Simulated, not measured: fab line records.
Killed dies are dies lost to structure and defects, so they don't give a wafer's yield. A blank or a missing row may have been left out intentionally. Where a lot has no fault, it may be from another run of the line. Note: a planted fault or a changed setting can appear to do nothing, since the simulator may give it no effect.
Chamber matching ; flow nandHarc ; 4 sister chambers for NHARC_A_CONTACT_ALD_18 on aldMetal-03
The step deposits TiN, target thk 3 nm, pulse time 1 s, ald cycles 150. 8 wafers are shown with their chamber, then 10 later ones without.

== WAFERS, EACH WITH ITS CHAMBER ==
wafer;chamber;heaterPowerW (W);precursorPulseHeightRel
L077.2;0;1404;1.014
L078.6;1;1316;1.005
L083.5;0;1427;1.010
L089.2;1;1268;1.003
L089.4;2;1137;0.999
L089.5;3;1156;0.991
L091.2;2;1144;0.971
L091.3;3;1143;0.995

== WAFERS WHOSE CHAMBER IS MISSING ==
wafer;heaterPowerW (W);precursorPulseHeightRel
L091.6;1330;0.998
L092.1;1380;0.993
L092.3;1148;1.024
L092.5;1294;1.027
L093.3;1150;0.964
L093.5;1410;1.001
L093.6;1153;0.992
L096.4;1150;0.997
L096.5;1330;1.016
L096.6;1383;0.994

== EACH ONE'S CHAMBER ==
wafer;from the rows above;in truth
L091.6;1;1
L092.1;0;0
L092.3;can't be placed: 3 or 2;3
L092.5;1;1
L093.3;can't be placed: 2 or 3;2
L093.5;0;0
L093.6;can't be placed: 3 or 2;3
L096.4;can't be placed: 3 or 2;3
L096.5;1;1
L096.6;0;0
Placed correctly: 6 of 10. Unplaceable from these rows: 4, with the true chamber sitting among the candidates in 4. Number placed wrongly: 0.
How it was worked out, from the rows above alone: a wafer's distance from a chamber is the root of the sum, over the readings, of the square of ((its reading less the chamber's mean) divided by the reading's scatter). If the next closest chamber is less than 2 further off than the closest, the wafer can't be placed; otherwise it belongs to the closest. For every chamber, the mean is computed from those of its wafers that are shown. The scatter: take each reading less its chamber's mean, square it, sum over the shown wafers, divide by the number of wafers less the number of chambers, and take the root.
